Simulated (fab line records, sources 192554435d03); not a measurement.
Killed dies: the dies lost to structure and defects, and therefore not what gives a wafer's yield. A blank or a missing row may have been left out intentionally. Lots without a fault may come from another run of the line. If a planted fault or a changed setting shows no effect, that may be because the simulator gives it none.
Chamber matching | flow n5_finfet | N5_BEOL_M11_STRIP_67 on rie_diel-02 has 4 sister chambers
The step strips in CF4. 4 wafers are shown with their chamber, then 10 later ones without.

EACH WAFER AND ITS CHAMBER
wafer  | chamber | showerhead_plenum_p_Torr (Torr)
L083.2 | 2       | 1.85
L083.6 | 3       | 1.91
L084.1 | 1       | 1.80
L084.3 | 0       | 1.81

WAFERS WITH NO CHAMBER GIVEN
wafer  | showerhead_plenum_p_Torr (Torr)
L084.5 | 1.81
L090.1 | 1.90
L090.5 | 1.80
L090.6 | 1.81
L094.4 | 1.84
L094.5 | 1.84
L094.6 | 1.80
L096.1 | 1.90
L096.3 | 1.84
L096.4 | 1.81

EACH ONE'S CHAMBER
wafer  | from the rows above     | in truth
L084.5 | can't be placed: 0 or 1 | 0
L090.1 | 3                       | 3
L090.5 | can't be placed: 1 or 0 | 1
L090.6 | can't be placed: 0 or 1 | 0
L094.4 | 2                       | 2
L094.5 | 2                       | 2
L094.6 | can't be placed: 1 or 0 | 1
L096.1 | 3                       | 3
L096.3 | 2                       | 2
L096.4 | can't be placed: 0 or 1 | 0
5 of 10 placed correctly. Unplaceable from these rows: 5, with the true chamber sitting among the candidates in 5. Wrongly placed: 0.
How it was worked out, from the rows above alone: a wafer's distance from a chamber is the root of the sum, over the readings, of the square of ((its reading less the chamber's mean) divided by the reading's scatter). If the next closest chamber is less than 2 further off than the closest, the wafer can't be placed; otherwise it belongs to the closest. For every chamber, the mean is computed from those of its wafers that are shown. The scatter: with one shown wafer a chamber, the root of the mean of the squares of how far each hidden wafer lies from its nearest shown one.
